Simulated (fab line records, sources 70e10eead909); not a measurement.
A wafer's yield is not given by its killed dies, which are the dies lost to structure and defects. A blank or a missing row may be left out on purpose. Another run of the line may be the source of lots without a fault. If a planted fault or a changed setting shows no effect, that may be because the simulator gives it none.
fab line records -- flow nand-harc
record lots=7, wafers=19, last-day=33
route steps=1302 shown P_START@1 P_ZERO_WELL@2 END@1302
lots that met no fault: from a run of the same line without faults
start-h: start of the lot's first displayed wafer, in hours after the record's first day -- wait-h: time in hours since the lot's previous step -- " identical to the entry in the row above -- L1.1+2: a single row standing in for several wafers -- - value missing, or start not given -- * or withheld: withheld -- < > ~ a bound
route shown NAME@n: a module of which the file shows steps, and the number in the route of the first -- usual: mean and standard deviation over wafers with no fault -- same: alike in all rows -- chamber/n: place in a boat -- sites: each site's reading -- _std_site: how widely they spread, as a standard deviation -- _edge_site: mean of outer sites minus mean of inner sites -- radius-mm: for every site, how far away it sits from the centre of the wafer -- mask NAME#n: copy n -- behind: the most recent tool/chamber to have shaped the wafer -- hold: reason for holding the lot/hours on hold/outcome of the hold -- device: whichever transistor did not switch (one of n, p or np) -- end of line: at the end of the route, the tests of the same wafers -- step lacking rows: just its recipe -- killed: dies lost to structure and defects at the first sort, not the wafer's yield -- map: a wafer's dies, marking killed ones x, the rest . and places with no die _
set.NAME: the setting the step ran with; set.NAME@STEP: the setting that earlier step ran with -- model.NAME: the simulator's own value behind a step, which no gauge read
lots at some steps of the route; a table a step, a row a wafer
services: the hour from which a tool's chamber was out of use, counted from the record's first day as start-h (under 0 if before that day), plus the number of hours and why
## steps
# step NHARC_P_START_INSPECT_01
# usual raw-defect-count=3.7/2.1
lot.wafer,tool,chamber,start-h,wait-h,raw-defect-count
L497.3,defect-inspect-01,-,20.04,-,1
L497.4,defect-inspect-01,-,20.04,-,2
L497.6,defect-inspect-01,-,20.04,-,3
L498.1,defect-inspect-02,-,30.04,-,2
L498.4,defect-inspect-02,-,30.04,-,5
L498.6,defect-inspect-02,-,30.04,-,5
L513.2,defect-inspect-02,-,180.04,-,4
L513.3,defect-inspect-02,-,180.04,-,2
L514.1,defect-inspect-01,-,190.04,-,6
L514.3,defect-inspect-01,-,190.04,-,3
L515.2,defect-inspect-02,-,200.05,-,4
L515.3,defect-inspect-02,-,200.05,-,6
L515.4,defect-inspect-02,-,200.05,-,3
L518.3,defect-inspect-01,-,230.04,-,3
L518.4,defect-inspect-01,-,230.04,-,5
L518.6,defect-inspect-01,-,230.04,-,2
L520.2,defect-inspect-01,-,250.04,-,4
L520.4,defect-inspect-01,-,250.04,-,3
L520.5,defect-inspect-01,-,250.04,-,7
# step NHARC_P_ZERO_WELL_PRECLEAN_00
# recipe time-s=600, temp-c=120, chemistry=SPM
# step NHARC_P_ZERO_WELL_SRD_01
# step NHARC_P_ZERO_WELL_PECVD_02
# recipe target-thk-a=100, temp-c=400, pressure-torr=6.5, rf-w=withheld, teos-flow-sccm=withheld, flow-sccm=2650, target-thk-nm=10, gas=O2, material=SiO2
# step NHARC_P_ZERO_WELL_DEHYDRATE_03
# recipe temp-c=150, time-s=120
# step NHARC_P_ZERO_WELL_HMDS_04
# recipe time-s=30
# step NHARC_P_ZERO_WELL_COAT_64
# recipe temp-c=200, time-s=65
# step NHARC_P_ZERO_WELL_COAT_05
# recipe spin-rpm=2000, resist-thk-nm=600
# step NHARC_P_ZERO_WELL_SOFTBAKE_06
# recipe temp-c=125, time-s=70
# usual heater-power-total-W=201.0/1.3
lot.wafer,tool,chamber,start-h,wait-h,heater-power-total-W
L497.3,litho-track-05,0,20,-,199.9
L497.4,litho-track-05,0,20,-,202.7
L497.6,litho-track-05,0,20,-,201.1
L498.1,litho-track-02,0,30,-,201.5
L498.4,litho-track-02,0,30,-,199.9
L498.6,litho-track-02,0,30,-,199.1
L513.2,litho-track-02,0,180,-,225.7
L513.3,litho-track-02,0,180,-,222.8
L514.1,litho-track-02,0,190,-,202.5
L514.3,litho-track-02,0,190,-,223.0
L515.2,litho-track-02,0,200,-,226.8
L515.3,litho-track-02,0,200,-,222.6
L515.4,litho-track-02,0,200,-,201.6
L518.3,litho-track-03,0,230,-,199.6
L518.4,litho-track-03,0,230,-,200.8
L518.6,litho-track-03,0,230,-,199.6
L520.2,litho-track-05,0,250,-,201.4
L520.4,litho-track-05,0,250,-,199.9
L520.5,litho-track-05,0,250,-,201.9
# step NHARC_P_ZERO_WELL_EBR_07
# step NHARC_END_SORT_01
# recipe temp-c=25
# usual killed-at-array=53/19, killed-at-other=0.8/1.2, killed-at-periphery=3.7/2.3, killed-dies=57/19, killed-open=3.2/1.7, killed-short=2.6/1.8
# same gross-dies=677
lot.wafer,tool,chamber,start-h,wait-h,killed-at-array,killed-at-other,killed-at-periphery,killed-dies,killed-open,killed-short
L498.1,prober-02,0,579.71,2.5,52,0,8,60,4,3
L498.4,prober-02,0,582.14,3.4,41,0,5,46,3,2
L498.6,prober-02,0,583.76,4.0,50,0,4,54,1,1
L514.1,prober-02,0,766.25,2.5,58,0,1,59,4,5
L518.3,prober-02,0,775.72,3.1,67,1,3,71,3,4
L518.4,prober-02,0,776.51,3.4,54,1,5,60,3,1
L518.6,prober-02,0,778.10,4.0,70,4,4,78,4,1
# killed by level:class
L498.1 A_CHANNEL_HOLE_D2:chamber-film-flake=20 A_CHANNEL_HOLE_D1:chamber-film-flake=19 A_STAIRCASE:chamber-film-flake=4 P_GATE:chamber-film-flake=3 A_DECK1_JOINT:geometric-particle:open=2 P_STI:chamber-film-flake=2 P_M2:chamber-film-flake=2 A_CHANNEL_FILL_D2:chamber-film-flake=2
L498.4 A_CHANNEL_HOLE_D2:chamber-film-flake=13 A_CHANNEL_HOLE_D1:chamber-film-flake=10 A_CONTACT:chamber-film-flake=9 A_STAIRCASE:chamber-film-flake=4 P_M2:chamber-film-flake=3 P_CONTACT:geometric-particle:open=1 A_CHANNEL_FILL_D1:geometric-particle:short=1 A_DECK1_JOINT:geometric-particle:short=1
L498.6 A_CHANNEL_HOLE_D1:chamber-film-flake=28 A_CHANNEL_HOLE_D2:chamber-film-flake=11 A_CONTACT:chamber-film-flake=4 A_STAIRCASE:chamber-film-flake=3 P_M2:chamber-film-flake=2 A_CHANNEL_FILL_D2:chamber-film-flake=2 A_CHANNEL_HOLE_D2:geometric-particle:short=1 A_SLIT:geometric-particle:open=1
L514.1 A_CHANNEL_HOLE_D1:chamber-film-flake=31 A_SLIT:chamber-film-flake=6 A_STAIRCASE:chamber-film-flake=4 A_CONTACT:chamber-film-flake=4 A_WL_FILL:chamber-film-flake=3 A_WL_FILL:geometric-particle:short=2 P_CONTACT:geometric-particle:open=1 A_SOURCE_PLATE:geometric-particle:short=1
L518.3 A_SLIT:chamber-film-flake=28 A_CHANNEL_HOLE_D1:chamber-film-flake=15 A_CHANNEL_HOLE_D2:chamber-film-flake=11 P_GATE:chamber-film-flake=3 A_CONTACT:chamber-film-flake=3 A_ONON_D2:geometric-particle:short=2 A_CHANNEL_FILL_D1:chamber-film-flake=2 A_CHANNEL_HOLE_D1:geometric-particle:open=1
L518.4 A_CHANNEL_HOLE_D2:chamber-film-flake=19 A_SLIT:chamber-film-flake=18 A_CHANNEL_HOLE_D1:chamber-film-flake=6 A_CONTACT:chamber-film-flake=3 P_GATE:chamber-film-flake=2 P_M2:chamber-film-flake=2 A_STAIRCASE:chamber-film-flake=2 A_DECK1_JOINT:geometric-particle:open=1
L518.6 A_SLIT:chamber-film-flake=26 A_CHANNEL_HOLE_D2:chamber-film-flake=17 A_CHANNEL_HOLE_D1:chamber-film-flake=14 A_CONTACT:chamber-film-flake=4 THIN_TSV:chamber-film-flake=4 A_CHANNEL_FILL_D2:geometric-particle:open=2 P_STI:chamber-film-flake=2 A_ZERO_WELL:chamber-film-flake=2
## services
tool,chamber,start-h,hours,kind
litho-track-03,-,33.23,-,consumable-replace:filter
litho-track-02,-,52.00,7.0,pm
litho-track-03,-,100.00,7.0,pm
litho-track-03,-,114.08,-,consumable-replace:filter
litho-track-05,-,124.00,7.0,pm
litho-track-02,-,227.00,7.0,pm
## key
first-sign step=NHARC_P_ZERO_WELL_SOFTBAKE_06, reading=heater-power-total-W, direction=up, sigmas=18, usual=*, struck=*
effect none on later readings
met-at NHARC_P_ZERO_WELL_SOFTBAKE_06
struck-wafers L513.2,L513.3,L514.3,L515.2,L515.3
tester-left-out L513,L514,L515
onset-between 30 180
fault kind=process-parameter-drift, tool=litho-track-02, chamber=-, onset-h=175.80, steps=NHARC_P_ZERO_WELL_SOFTBAKE_06, channel=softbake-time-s, offset=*, shape=step, end-h=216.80, scope=struck-wafers-only, acts-in=*, stated=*
# tester-left-out: of these lots the tester's yield and bins aren't shown, on N5 and GAA mostly nor the transistor test; their killed dies are dies lost to structure and defects alone, not to doping, threshold or leakage, so they don't give the yield
